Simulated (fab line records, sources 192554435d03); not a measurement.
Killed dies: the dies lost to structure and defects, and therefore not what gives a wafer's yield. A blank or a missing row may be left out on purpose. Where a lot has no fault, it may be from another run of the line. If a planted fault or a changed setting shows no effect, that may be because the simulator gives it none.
Which tool was responsible? -- flow n5-finfet -- Sampling: 24 lots, 72 wafers, 3 of 1938 route steps

WHAT THE GAUGES READ, wafer by wafer
N5_BEOL_M4_CD_MEAS_18: pitch 36 nm, target cd 18 nm.
lot,measured,on,cd-nm (nm)
L074,day 8 09:37,cd-sem-01,17.4 18.1 17.9
L076,day 8 10:25,cd-sem-01,18.2 18.4 18.0
L075,day 8 12:25,cd-sem-03,17.9 17.9 18.2
L077,day 8 12:56,cd-sem-03,17.8 18.2 18.4
L079,day 8 17:59,cd-sem-02,18.2 17.9 18.0
L078,day 8 18:37,cd-sem-03,17.9 18.1 18.1
L080,day 8 23:35,cd-sem-01,18.3 18.0 17.5
L081,day 9 22:06,cd-sem-03,18.4 18.5 18.1
L082,day 10 04:16,cd-sem-02,18.2 18.2 18.3
L084,day 10 05:16,cd-sem-01,17.8 17.3 17.4
L083,day 10 05:32,cd-sem-03,18.6 18.8 17.6
L086,day 11 09:25,cd-sem-02,18.5 18.3 18.6
L088,day 11 09:38,cd-sem-01,18.9 18.1 18.6
L087,day 11 09:53,cd-sem-01,18.3 18.1 18.1
L085,day 11 11:41,cd-sem-02,18.0 18.1 18.0
L090,day 11 14:08,cd-sem-03,17.6 17.7 16.9
L089,day 11 14:54,cd-sem-03,17.3 17.5 17.7
L091,day 11 17:19,cd-sem-03,18.3 17.8 18.8
L092,day 11 23:02,cd-sem-01,18.3 18.5 18.3
L093,day 12 22:34,cd-sem-03,17.7 18.7 18.3
L095,day 13 00:04,cd-sem-03,18.1 18.2 18.3
L094,day 13 00:13,cd-sem-02,17.9 17.4 18.4
L096,day 13 09:01,cd-sem-02,17.7 18.3 18.0
L097,day 14 09:00,cd-sem-01,17.1 17.4 17.6

WHICH TOOL RAN EACH LOT (tool, then ch and the chambers of the sampled wafers, then the start)
lot,N5_BEOL_M4_DESCUM_16,N5_BEOL_M4_ETCH_63
L074,"rie-diel-05 ch 0,1,2, day 8 09:10","rie-diel-05 ch 0,1,2, day 8 09:13"
L076,"rie-diel-01 ch 2,3, day 8 09:59","rie-diel-01 ch 2,3, day 8 10:02"
L075,"rie-diel-05 ch 0,2,3, day 8 11:52","rie-diel-05 ch 0,2,3, day 8 11:55"
L077,"rie-diel-06 ch 0,2,3, day 8 12:23","rie-diel-06 ch 0,2,3, day 8 12:26"
L079,"rie-diel-06 ch 0,2,3, day 8 17:33","rie-diel-06 ch 0,2,3, day 8 17:36"
L078,"rie-diel-01 ch 0,1,2, day 8 18:11","rie-diel-01 ch 0,1,2, day 8 18:14"
L080,"rie-diel-05 ch 0,1,3, day 8 23:10","rie-diel-05 ch 0,1,3, day 8 23:13"
L081,"rie-diel-05 ch 0,2,3, day 9 21:33","rie-diel-05 ch 0,2,3, day 9 21:36"
L082,"rie-diel-05 ch 0,3, day 10 03:43","rie-diel-05 ch 0,3, day 10 03:46"
L084,"rie-diel-01 ch 1,2, day 10 04:47","rie-diel-01 ch 1,2, day 10 04:50"
L083,"rie-diel-01 ch 0,1, day 10 05:03","rie-diel-01 ch 0,1, day 10 05:06"
L086,"rie-diel-06 ch 2,3, day 11 08:53","rie-diel-06 ch 2,3, day 11 08:56"
L088,"rie-diel-06 ch 2,3, day 11 09:07","rie-diel-06 ch 2,3, day 11 09:10"
L087,"rie-diel-05 ch 0,1,3, day 11 09:27","rie-diel-05 ch 0,1,3, day 11 09:30"
L085,"rie-diel-05 ch 0,3, day 11 11:01","rie-diel-05 ch 0,3, day 11 11:05"
L090,"rie-diel-05 ch 0,1,3, day 11 13:43","rie-diel-05 ch 0,1,3, day 11 13:46"
L089,"rie-diel-05 ch 1,3, day 11 14:28","rie-diel-05 ch 1,3, day 11 14:31"
L091,"rie-diel-06 ch 0,2,3, day 11 16:53","rie-diel-06 ch 0,2,3, day 11 16:56"
L092,"rie-diel-05 ch 0,1,3, day 11 22:36","rie-diel-05 ch 0,1,3, day 11 22:39"
L093,"rie-diel-01 ch 0,1,2, day 12 21:51","rie-diel-01 ch 0,1,2, day 12 21:54"
L095,"rie-diel-01 ch 0,2,3, day 12 23:32","rie-diel-01 ch 0,2,3, day 12 23:35"
L094,"rie-diel-01 ch 0,1,3, day 12 23:46","rie-diel-01 ch 0,1,3, day 12 23:49"
L096,"rie-diel-06 ch 0,3, day 13 08:34","rie-diel-06 ch 0,3, day 13 08:37"
L097,"rie-diel-01 ch 1,2, day 14 08:34","rie-diel-01 ch 1,2, day 14 08:37"
- N5_BEOL_M4_DESCUM_16: chemistry O2, time 7 s.
- N5_BEOL_M4_ETCH_63: etches SiARC in CF4, target depth 15.6 nm, time 26 s.

AS READ BY THE TOOLS THEMSELVES (means over the sampled wafers that have a number; for cases with no such wafer, the mark the record gives instead)
N5_BEOL_M4_DESCUM_16.
lot,tool,drypump-motor-current-A (A),oes-product-au (a.u.),rf-vpp-V (V),showerhead-plenum-p-Torr (Torr),throttle-valve-pct (%)
L074,rie-diel-05,5.6,0.76,242.9,2.11,20.53
L076,rie-diel-01,6.2,0.70,243.6,2.12,20.38
L075,rie-diel-05,5.9,0.72,242.6,2.09,20.53
L077,rie-diel-06,5.5,0.78,242.1,2.01,20.33
L079,rie-diel-06,5.5,0.78,241.8,2.01,20.34
L078,rie-diel-01,6.1,0.82,243.4,2.14,20.34
L080,rie-diel-05,6.0,0.74,242.3,2.06,20.58
L081,rie-diel-05,5.9,0.71,243.2,2.08,20.55
L082,rie-diel-05,6.2,0.70,242.8,2.03,20.58
L084,rie-diel-01,6.2,0.74,243.7,2.09,20.54
L083,rie-diel-01,5.9,0.86,244.9,2.17,20.18
L086,rie-diel-06,5.1,0.78,241.7,2.01,20.16
L088,rie-diel-06,5.0,0.76,241.9,2.00,20.24
L087,rie-diel-05,6.0,0.72,242.7,2.06,20.61
L085,rie-diel-05,6.3,0.68,242.1,2.03,20.61
L090,rie-diel-05,6.0,0.72,242.5,2.06,20.61
L089,rie-diel-05,6.5,0.73,242.0,1.99,20.62
L091,rie-diel-06,5.5,0.75,241.6,2.00,20.38
L092,rie-diel-05,6.0,0.72,242.4,2.05,20.64
L093,rie-diel-01,6.1,0.77,243.5,2.12,20.40
L095,rie-diel-01,6.3,0.85,244.1,2.14,20.18
L094,rie-diel-01,5.8,0.83,243.2,2.13,20.23
L096,rie-diel-06,5.3,0.72,242.1,1.99,20.48
L097,rie-diel-01,5.8,0.70,242.3,2.07,20.67

N5_BEOL_M4_ETCH_63.
lot,tool,drypump-motor-current-A (A),etch-rf-on-time-s (s),oes-product-au (a.u.),rf-vpp-V (V),showerhead-plenum-p-Torr (Torr),throttle-valve-pct (%)
L074,rie-diel-05,5.6,26.1,0.65,184.6,2.14,15.64
L076,rie-diel-01,6.2,25.6,0.61,185.1,2.17,15.66
L075,rie-diel-05,5.9,26.6,0.61,183.8,2.13,15.71
L077,rie-diel-06,5.5,25.7,0.67,184.0,2.07,15.52
L079,rie-diel-06,5.5,26.1,0.67,183.5,2.06,15.51
L078,rie-diel-01,6.1,26.0,0.70,184.0,2.18,15.50
L080,rie-diel-05,6.0,26.4,0.63,183.8,2.11,15.72
L081,rie-diel-05,5.9,26.9,0.60,183.6,2.12,15.73
L082,rie-diel-05,6.2,26.3,0.59,183.1,2.08,15.80
L084,rie-diel-01,6.2,26.6,0.62,184.2,2.13,15.70
L083,rie-diel-01,5.9,25.5,0.75,184.6,2.22,15.36
L086,rie-diel-06,5.1,25.9,0.67,183.9,2.06,15.37
L088,rie-diel-06,5.0,25.6,0.66,183.3,2.06,15.46
L087,rie-diel-05,6.0,26.3,0.62,184.0,2.10,15.75
L085,rie-diel-05,6.2,26.3,0.59,183.5,2.08,15.83
L090,rie-diel-05,6.0,26.0,0.62,183.7,2.10,15.77
L089,rie-diel-05,6.5,25.7,0.64,184.1,2.04,15.80
L091,rie-diel-06,5.5,26.0,0.64,182.9,2.06,15.57
L092,rie-diel-05,6.0,26.0,0.62,182.7,2.10,15.77
L093,rie-diel-01,6.1,25.9,0.67,185.3,2.17,15.58
L095,rie-diel-01,6.3,25.6,0.72,184.2,2.19,15.36
L094,rie-diel-01,5.8,25.6,0.72,184.1,2.18,15.45
L096,rie-diel-06,5.3,25.5,0.62,182.7,2.04,15.67
L097,rie-diel-01,5.7,26.2,0.60,184.8,2.11,15.87

THE ANSWER, worked out from the rows above alone
Rule: the usual values come from the lots themselves. Put in order of their means at a reading, lots are off if they are a third of the lots or fewer, leave a main group of 4 or more, and stand apart from it by a gap of 3 or more times the standard deviation of the main group's means; of several such gaps the widest counts. A main group whose means are all the same, to the digits that the tables above print for the reading, isn't used. A lot without any number at a reading at which 4 lots or more have one is off too. The other lots that the step has rows for count as sound. Order of review: gauges by route order, followed by the tools' own readings, for which a lot's mean as printed above is used. At the first step where some lot is off, the reading lying furthest off is the one used; lots without a number count as furthest.
No lot is off at any reading shown: from this, nothing can be told.

WHAT WAS PUT IN BY THE SIMULATOR
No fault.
